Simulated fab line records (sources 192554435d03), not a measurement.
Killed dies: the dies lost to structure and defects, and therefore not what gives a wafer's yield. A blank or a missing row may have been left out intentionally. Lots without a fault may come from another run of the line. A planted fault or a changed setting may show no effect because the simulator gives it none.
Matching of chambers + flow n5-finfet + 4 sister chambers for N5_BEOL_M4_STRIP_36 on rie-diel-05
The step strips in N2/H2. 16 wafers are shown with their chamber, then 8 later ones without.

== WAFERS, EACH WITH ITS CHAMBER ==
| wafer  | chamber | showerhead-plenum-p-Torr (Torr) | drypump-motor-current-A (A) | throttle-valve-pct (%) |
|--------|---------|---------------------------------|-----------------------------|------------------------|
| L074.1 | 3       | 2.71                            | 5.7                         | 23.52                  |
| L074.2 | 0       | 2.57                            | 4.9                         | 23.17                  |
| L074.3 | 2       | 2.63                            | 5.9                         | 23.67                  |
| L078.2 | 3       | 2.71                            | 5.7                         | 23.54                  |
| L078.4 | 0       | 2.57                            | 5.0                         | 23.16                  |
| L078.5 | 0       | 2.57                            | 4.9                         | 23.18                  |
| L079.3 | 3       | 2.71                            | 5.7                         | 23.53                  |
| L079.4 | 2       | 2.63                            | 5.9                         | 23.67                  |
| L079.6 | 3       | 2.71                            | 5.7                         | 23.51                  |
| L082.1 | 1       | 2.42                            | 5.5                         | 23.88                  |
| L082.4 | 2       | 2.63                            | 5.9                         | 23.70                  |
| L082.5 | 2       | 2.63                            | 5.9                         | 23.68                  |
| L087.1 | 1       | 2.41                            | 5.5                         | 23.90                  |
| L087.2 | 3       | 2.70                            | 5.7                         | 23.56                  |
| L087.6 | 0       | 2.56                            | 5.0                         | 23.17                  |
| L091.1 | 1       | 2.41                            | 5.5                         | 23.90                  |

SIGNATURES (averages over the wafers above)
| reading                  | chamber 0 | chamber 1 | chamber 2 | chamber 3 | scatter within a chamber |
|--------------------------|-----------|-----------|-----------|-----------|--------------------------|
| showerhead-plenum-p-Torr | 2.5675    | 2.4133    | 2.6300    | 2.7080    | 0.0043                   |
| drypump-motor-current-A  | 4.950     | 5.500     | 5.900     | 5.700     | 0.0289                   |
| throttle-valve-pct       | 23.1700   | 23.8933   | 23.6800   | 23.5320   | 0.0146                   |
Rule: for a wafer and a chamber, the distance is found by dividing, reading by reading, the gap between the wafer's reading and the chamber's mean by the reading's scatter, squaring, summing and taking the root. The wafer belongs to the nearest chamber; if the next one is less than 2 further off, it can't be placed. The scatter: take each reading less its chamber's mean, square it, sum over the shown wafers, divide by the number of wafers less the number of chambers, and take the root.

== WAFERS WITHOUT THEIR CHAMBER ==
| wafer  | showerhead-plenum-p-Torr (Torr) | drypump-motor-current-A (A) | throttle-valve-pct (%) |
|--------|---------------------------------|-----------------------------|------------------------|
| L091.3 | 2.56                            | 5.0                         | 23.24                  |
| L091.4 | 2.62                            | 5.9                         | 23.74                  |
| L093.1 | 2.41                            | 5.6                         | 23.94                  |
| L093.2 | 2.56                            | 5.0                         | 23.19                  |
| L093.3 | 2.62                            | 5.9                         | 23.72                  |
| L094.4 | 2.41                            | 5.5                         | 23.88                  |
| L094.5 | 2.56                            | 4.9                         | 23.19                  |
| L094.6 | 2.69                            | 5.7                         | 23.59                  |

== THE CHAMBER EACH PASSED THROUGH ==
| wafer  | from the rows above | in truth |
|--------|---------------------|----------|
| L091.3 | 0                   | 0        |
| L091.4 | 2                   | 2        |
| L093.1 | 1                   | 1        |
| L093.2 | 0                   | 0        |
| L093.3 | 2                   | 2        |
| L094.4 | 1                   | 1        |
| L094.5 | 0                   | 0        |
| L094.6 | 3                   | 3        |
Correctly placed: 8 of 8. Number that these rows cannot place: 0. Placed wrongly: 0.
